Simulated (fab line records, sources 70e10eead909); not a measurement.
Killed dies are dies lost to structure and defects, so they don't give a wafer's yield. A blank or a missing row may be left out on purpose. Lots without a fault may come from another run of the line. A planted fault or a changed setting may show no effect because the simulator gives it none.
Chamber matching | flow nand_harc | NHARC_THIN_TSV_DEP_47 on pecvd-02: 3 sister chambers
The step deposits SiO2, target thk 200 nm. 22 wafers are shown with their chamber, then 11 later ones without.

WAFERS WITH THEIR CHAMBER
wafer  | chamber | throttle_valve_pct (%) | chamber_pressure_Torr (Torr)
L076.2 | 1       | 15.4                   | 6.485
L076.3 | 2       | 17.1                   | 6.489
L076.4 | 0       | 16.7                   | 6.522
L080.1 | 2       | 16.6                   | 6.507
L080.2 | 0       | 16.3                   | 6.513
L080.5 | 1       | 15.4                   | 6.493
L079.3 | 2       | 16.5                   | 6.518
L079.5 | 2       | 16.4                   | 6.492
L079.6 | 1       | 15.3                   | 6.504
L083.1 | 1       | 15.2                   | 6.482
L083.4 | 0       | 16.4                   | 6.516
L083.5 | 1       | 15.6                   | 6.501
L081.3 | 0       | 16.3                   | 6.505
L081.4 | 0       | 16.5                   | 6.503
L081.5 | 2       | 16.5                   | 6.488
L086.2 | 1       | 15.5                   | 6.501
L086.3 | 0       | 16.3                   | 6.513
L086.4 | 0       | 16.4                   | 6.485
L089.3 | 0       | 16.4                   | 6.517
L089.5 | 1       | 15.6                   | 6.477
L089.6 | 0       | 16.7                   | 6.532
L091.2 | 0       | 16.4                   | 6.506

SIGNATURES (means of the wafers above)
reading               | chamber 0 | chamber 1 | chamber 2 | scatter within a chamber
throttle_valve_pct    | 16.440    | 15.429    | 16.620    | 0.184
chamber_pressure_Torr | 6.51120   | 6.49186   | 6.49880   | 0.0122
Rule: a wafer's distance from a chamber is the root of the sum, over the readings, of the square of ((its reading less the chamber's mean) divided by the reading's scatter). The wafer belongs to the nearest chamber; if the next one is less than 2 further off, it can't be placed. The scatter: the root of (the sum of the squares of (reading less its chamber's mean) over the shown wafers, divided by (wafers less chambers)).

WAFERS WITHOUT THEIR CHAMBER
wafer  | throttle_valve_pct (%) | chamber_pressure_Torr (Torr)
L091.3 | 16.9                   | 6.489
L091.6 | 15.7                   | 6.499
L093.2 | 15.5                   | 6.495
L093.3 | 16.8                   | 6.513
L093.5 | 16.4                   | 6.498
L092.3 | 15.5                   | 6.493
L092.4 | 15.6                   | 6.479
L092.5 | 16.9                   | 6.522
L096.1 | 16.8                   | 6.500
L096.3 | 15.5                   | 6.529
L096.5 | 16.6                   | 6.513

WHICH CHAMBER EACH WENT THROUGH
wafer  | from the rows above     | in truth
L091.3 | can't be placed: 2 or 0 | 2
L091.6 | 1                       | 1
L093.2 | 1                       | 1
L093.3 | can't be placed: 2 or 0 | 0
L093.5 | can't be placed: 0 or 2 | 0
L092.3 | 1                       | 1
L092.4 | 1                       | 1
L092.5 | can't be placed: 2 or 0 | 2
L096.1 | can't be placed: 2 or 0 | 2
L096.3 | 1                       | 1
L096.5 | can't be placed: 0 or 2 | 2
Placed correctly: 5 of 11. Can't be placed from these rows: 6 (the true chamber is among the candidates in 6). Placed wrongly: 0.
